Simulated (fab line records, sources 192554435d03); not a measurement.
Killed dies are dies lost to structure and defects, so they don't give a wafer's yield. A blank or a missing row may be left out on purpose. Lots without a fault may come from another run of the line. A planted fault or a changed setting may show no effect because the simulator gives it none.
Tool commonality check | flow n5_finfet | 10 lots, 30 wafers sampled

WHY IT WAS OPENED
At N5_BEOL_M4_RC_MEAS_101 the reading RS_NWELL is flagged on 2 of 10 lots. Wafers without a fault read 1037 ohm/sq, standard deviation 5.8.
Rule: a lot is flagged when every wafer of it that has a number lies more than 4 standard deviations from that mean, or none has a number. The other lots count as sound.

lot  | measured     | on        | RS_NWELL (ohm/sq), wafer by wafer | flag
L157 | day 8 10:36  | prober-01 | 1031 1031 1034                    |
L161 | day 9 23:21  | prober-02 | 1041 1027 1050                    |
L163 | day 10 01:41 | prober-01 | 1043 1047 1037                    |
L168 | day 11 05:12 | prober-01 | 1040 1037 1040                    |
L172 | day 12 05:36 | prober-01 | 1035 1042 1041                    |
L173 | day 12 15:52 | prober-02 | 1138 1136 1132                    | FLAGGED
L176 | day 13 21:14 | prober-02 | 1029 1025 1037                    |
L178 | day 13 23:46 | prober-01 | 1031 1038 1035                    |
L174 | day 14 00:33 | prober-01 | 1136 1142 1147                    | FLAGGED
L179 | day 14 05:08 | prober-01 | 1031 1036 1023                    |
The numbers of the flagged lots are 1138 ohm/sq on average: +102 ohm/sq against the usual, or +18 standard deviations.

WHICH TOOL RAN EACH LOT
The record holds 3 process steps before the reading, out of a route of 1938 steps. In each cell: the tool, then ch and the chambers that the sampled wafers went through, then the start.
lot  | flag    | N5_WELL_APT_IMPLANT_14         | N5_WELL_APT_RTA_34              | N5_PMOS_HMC_CHANNEL_EPI_DESCUM_14
L157 |         | implanter-02 ch 0, day 1 19:56 | rtp_anneal-01 ch 0, day 1 22:08 | rie_diel-05 ch 0,2, day 1 23:32
L161 |         | implanter-02 ch 0, day 2 20:04 | rtp_anneal-02 ch 0, day 2 22:20 | rie_diel-05 ch 0,2, day 3 00:16
L163 |         | implanter-01 ch 0, day 3 08:01 | rtp_anneal-02 ch 0, day 3 09:56 | rie_diel-05 ch 2,3, day 3 11:12
L168 |         | implanter-02 ch 0, day 4 13:57 | rtp_anneal-01 ch 0, day 4 16:04 | rie_diel-06 ch 1,2,3, day 4 17:47
L172 |         | implanter-02 ch 0, day 5 14:26 | rtp_anneal-02 ch 0, day 5 16:46 | rie_diel-05 ch 1,2,3, day 5 18:13
L173 | FLAGGED | implanter-02 ch 0, day 5 20:13 | rtp_anneal-02 ch 0, day 5 22:01 | rie_diel-05 ch 0,1,2, day 5 23:25
L176 |         | implanter-01 ch 0, day 6 14:12 | rtp_anneal-02 ch 0, day 6 15:58 | rie_diel-03 ch 0,1,2, day 6 17:13
L178 |         | implanter-01 ch 0, day 7 02:28 | rtp_anneal-01 ch 0, day 7 04:22 | rie_diel-06 ch 0,1,3, day 7 06:11
L174 | FLAGGED | implanter-02 ch 0, day 6 03:08 | rtp_anneal-02 ch 0, day 6 05:44 | rie_diel-03 ch 1,2, day 6 07:34
L179 |         | implanter-01 ch 0, day 7 07:50 | rtp_anneal-02 ch 0, day 7 10:22 | rie_diel-05 ch 1,2,3, day 7 11:57
What these steps do:
- N5_WELL_APT_IMPLANT_14
- N5_WELL_APT_RTA_34: time 10 s.
- N5_PMOS_HMC_CHANNEL_EPI_DESCUM_14: chemistry O2, time 7.9 s.
- N5_BEOL_M4_RC_MEAS_101

FLAGGED OVER TOTAL, TOOL BY TOOL (the gauges that took the reading come last)
step                              | tool          | lots run | flagged | share of the flagged lots | sound lots run after its first flagged lot
N5_WELL_APT_IMPLANT_14            | implanter-01  | 4        | 0       | none                      | -
N5_WELL_APT_IMPLANT_14            | implanter-02  | 6        | 2       | all                       | 0
N5_WELL_APT_RTA_34                | rtp_anneal-01 | 3        | 0       | none                      | -
N5_WELL_APT_RTA_34                | rtp_anneal-02 | 7        | 2       | all                       | 2 (L176,L179)
N5_PMOS_HMC_CHANNEL_EPI_DESCUM_14 | rie_diel-03   | 2        | 1       | some                      | 1 (L176)
N5_PMOS_HMC_CHANNEL_EPI_DESCUM_14 | rie_diel-05   | 6        | 1       | some                      | 1 (L179)
N5_PMOS_HMC_CHANNEL_EPI_DESCUM_14 | rie_diel-06   | 2        | 0       | none                      | -
N5_BEOL_M4_RC_MEAS_101            | prober-01     | 7        | 1       | some                      | 1 (L179)
N5_BEOL_M4_RC_MEAS_101            | prober-02     | 3        | 1       | some                      | 1 (L176)

WHAT THE TABLE ALLOWS
2 rows of the table ran every flagged lot: implanter-02 at N5_WELL_APT_IMPLANT_14, rtp_anneal-02 at N5_WELL_APT_RTA_34.
- implanter-02 at N5_WELL_APT_IMPLANT_14: 2 of its 6 lots flagged. Its last sound lot is L172 (day 5 14:26), its first flagged lot L173 (day 5 20:13): a fault that began between those two fits. Its own readings lie more than 4 standard deviations out on every wafer of the flagged lots: dose_ions_cm2, faraday_current_uA.
- rtp_anneal-02 at N5_WELL_APT_RTA_34: 2 of its 7 lots flagged. Sound lots ran on it after the first flagged one (L176, L179), which a lasting fault on the whole tool wouldn't allow.
One tool is left: implanter-02 at N5_WELL_APT_IMPLANT_14.

WHAT THE SIMULATOR HAD PUT IN
Process parameter drift: implanter-02, from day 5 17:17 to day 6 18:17, at N5_WELL_APT_IMPLANT_14. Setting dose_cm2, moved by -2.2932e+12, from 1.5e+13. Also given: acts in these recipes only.
Lots struck among those shown: L173, L174. The rule above found the same.
